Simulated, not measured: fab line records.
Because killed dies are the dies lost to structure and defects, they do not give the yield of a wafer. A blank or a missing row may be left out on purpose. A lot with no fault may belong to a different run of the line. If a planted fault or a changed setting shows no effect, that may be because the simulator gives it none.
A struck lot beside a sound one ; flow n5-finfet ; 32 out of 1938 route steps
Sound: these wafers, L392.2, L392.3, L392.5. Wafers L401.2, L401.4, L401.6 were the ones struck. The cause is named last.
For every step that has rows: the tool of each side, followed by ch and its chambers, followed by its first start. Under that, the readings that differ: sound wafers ; struck wafers ; difference of the means ; sigmas: that difference in standard deviations of wafers without a fault.
alike: a reading whose means differ by less than 2 such deviations, as well as words and numbers matching on both sides. not compared: withheld readings; readings where some wafer has no value; bounds like >300 that might hide an equal value; numbers whose values overlap and for which the record gives no deviation.
Wherever a step has rows on one side only, a row that says differs or no value, or a row with sigmas, the two part there. Numbers that don't overlap but have no deviation are shown without sigmas and don't part them. Lack of a reading on every wafer of one side parts them only where that side has two or more wafers.

first, 10 steps without rows for these wafers: N5_DUMMY_GATE_ETCH_44 (etches poly-Si in HBr/O2, stops on SiO2, target depth 127.5 nm); N5_DUMMY_GATE_ETCH_42 (etches SiO2 in CHF3/O2, target depth 3.5 nm, time 31 s); N5_DUMMY_GATE_STRIP_48 (strips in N2/H2, time 20 s); N5_DUMMY_GATE_PRECLEAN_33 (cleans in dHF, time 10 s); N5_DUMMY_GATE_PRECLEAN_25 (cleans in O3/DIW, time 45 s); N5_DUMMY_GATE_PRECLEAN_51 (cleans in SC2, time 45 s); N5_DUMMY_GATE_SRD_26 (time 30 s); N5_DUMMY_GATE_UV_OZONE_45 (time 120 s); N5_SPACER0_ALD_07 (deposits SiNx, target thk 2 nm); N5_SPACER0_ALD_00 (deposits SiOCN, target thk 3.5 nm, pulse time 3 s, purge time 2 s).
N5_SPACER0_ALD_08: deposits SiNx, target thk 2 nm.
  sound on ald-sin-03 ch 0,1, day 3 18:03; struck on ald-sin-02 ch 0,1, day 6 07:07
  alike: heater-power-outer-w, heater-power-w
then, 18 steps without rows for these wafers: N5_SD_EPI_N_COAT_32 (time 60 s, resist thk 350 nm); N5_SD_EPI_N_COAT_33 (time 60 s, resist thk 35 nm); N5_SD_EPI_N_COAT_03 (resist thk 150 nm); N5_SD_EPI_N_EBR_05; N5_SD_EPI_N_SOFTBAKE_04 (time 60 s); N5_SD_EPI_N_EXPOSE_06 (exposes mask SD N BLK, target cd 120 nm); N5_SD_EPI_N_PEB_07 (peb time 60 s); N5_SD_EPI_N_DEVELOP_08 (develop time 30 s); N5_SD_EPI_N_DESCUM_14 (chemistry O2, time 7.9 s); N5_SD_EPI_N_ETCH_34 (etches SiARC in CF4, target depth 45.5 nm, time 75.8 s); N5_SD_EPI_N_ETCH_35 (etches SOC in N2/H2, overetch 108 nm, time 486 s); N5_SD_EPI_N_STRIP_36 (strips in N2/H2); N5_SD_EPI_N_ETCHBACK_44 (etches SiNx in CH3F/O2, stops on SiO2, target depth 14.5 nm); N5_SD_EPI_N_ETCH_45 (etches SiOCN in CH3F/O2, target depth 6 nm); N5_SD_EPI_N_ETCH_16 (etches SiO2 in CHF3/O2, target depth 5 nm); N5_SD_EPI_N_STRIP_47 (strips in CHF3/O2); N5_SD_EPI_N_SD_RECESS_17 (chemistry HBr/Cl2/O2, target depth 41 nm, time 23.7 s, bt time 3 s); N5_SD_EPI_N_STRIP_38 (strips in N2/H2).
N5_SD_EPI_N_WET_ETCH_43: etches SiO2 in dHF, time 14 s, target depth 1.5 nm.
  sound on wet-bench-06 ch 0,3,4, day 3 19:34; struck on wet-bench-06 ch 0,2,7, day 6 09:01
reading;sound;struck;difference;sigmas
model.SiNx_of_SPACER0_ALD_08.thk-nm (nm);1.6 1.6 1.6;3.6 3.6 3.6;+2.0;
then, 1 step without rows for these wafers: N5_SD_EPI_N_STRIP_18 (strips in SPM, time 750 s).
-- a jump in the record: the struck wafers' starts before and after are 11 days apart (it breaks off in module SD_EPI_N and resumes in module PASSIVATION, where the first step shown is number 1936 of the route) --
N5_PASSIVATION_PROBE_49:
  only the struck wafers here have rows in the record (prober-01, day 17 02:03); the sound ones have none

## WHERE THEY PART
At N5_PASSIVATION_PROBE_49 and nowhere else, as far as this record goes.

WHY: the cause the simulator had injected
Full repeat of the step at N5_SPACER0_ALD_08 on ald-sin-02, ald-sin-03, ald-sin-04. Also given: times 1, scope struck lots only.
